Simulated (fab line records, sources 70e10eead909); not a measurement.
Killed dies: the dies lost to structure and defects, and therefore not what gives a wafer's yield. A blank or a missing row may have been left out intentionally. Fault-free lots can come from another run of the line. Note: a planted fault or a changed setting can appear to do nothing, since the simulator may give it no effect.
Chamber matching -- flow nand harc -- NHARC_A_SGD_CUT_DESCUM_14 on rie diel-09 has 4 sister chambers
The step chemistry O2, time 3 s. 18 wafers are shown with their chamber, then 9 later ones without.

EACH WAFER AND ITS CHAMBER
wafer,chamber,drypump motor current A (A),showerhead plenum p Torr (Torr),oes product au (a.u.)
L074.2,3,6.5,1.81,0.991
L074.3,2,5.1,1.82,0.999
L074.4,0,5.6,1.85,1.002
L077.1,2,5.0,1.82,1.020
L077.3,3,6.5,1.81,1.002
L077.5,3,6.5,1.81,1.002
L076.1,3,6.5,1.81,0.990
L076.3,2,5.1,1.82,1.001
L076.6,0,5.7,1.85,1.010
L081.2,1,5.0,1.87,1.008
L081.5,3,6.5,1.80,0.988
L081.6,2,5.1,1.81,1.006
L083.3,3,6.5,1.80,0.996
L083.4,0,5.7,1.84,1.007
L083.5,1,5.1,1.86,0.998
L087.2,1,5.1,1.86,1.007
L087.3,0,5.7,1.84,1.003
L087.4,3,6.5,1.80,0.998

SIGNATURES, as means of the wafers listed above
reading,chamber 0,chamber 1,chamber 2,chamber 3,scatter within a chamber
drypump motor current A,5.675,5.067,5.075,6.500,0.0393
showerhead plenum p Torr,1.8450,1.8633,1.8175,1.8057,0.00543
oes product au,1.00550,1.00433,1.00650,0.99529,0.00637
Rule: a wafer lies at a distance from a chamber equal to the root of the sum of squares, over the readings, of (its reading less the chamber's mean, divided by the reading's scatter). If the next closest chamber is less than 2 further off than the closest, the wafer can't be placed; otherwise it belongs to the closest. How the scatter is found: for the shown wafers, subtract from each reading the mean of its chamber, square and add these, divide the total by (wafers less chambers), then take the root.

WAFERS WITHOUT THEIR CHAMBER
wafer,drypump motor current A (A),showerhead plenum p Torr (Torr),oes product au (a.u.)
L088.2,5.7,1.84,0.998
L088.5,5.7,1.84,1.004
L088.6,6.5,1.80,0.983
L090.1,5.0,1.86,0.993
L090.3,5.7,1.84,1.008
L090.4,5.1,1.81,1.001
L093.2,5.7,1.84,1.011
L093.4,5.1,1.81,1.006
L093.5,5.7,1.84,1.007

WHICH CHAMBER EACH ONE RAN IN
wafer,from the rows above,in truth
L088.2,0,0
L088.5,0,0
L088.6,3,3
L090.1,1,1
L090.3,0,0
L090.4,2,2
L093.2,0,0
L093.4,2,2
L093.5,0,0
Correctly placed: 9 of 9. Can't be placed from these rows: 0. Wrongly placed: 0.
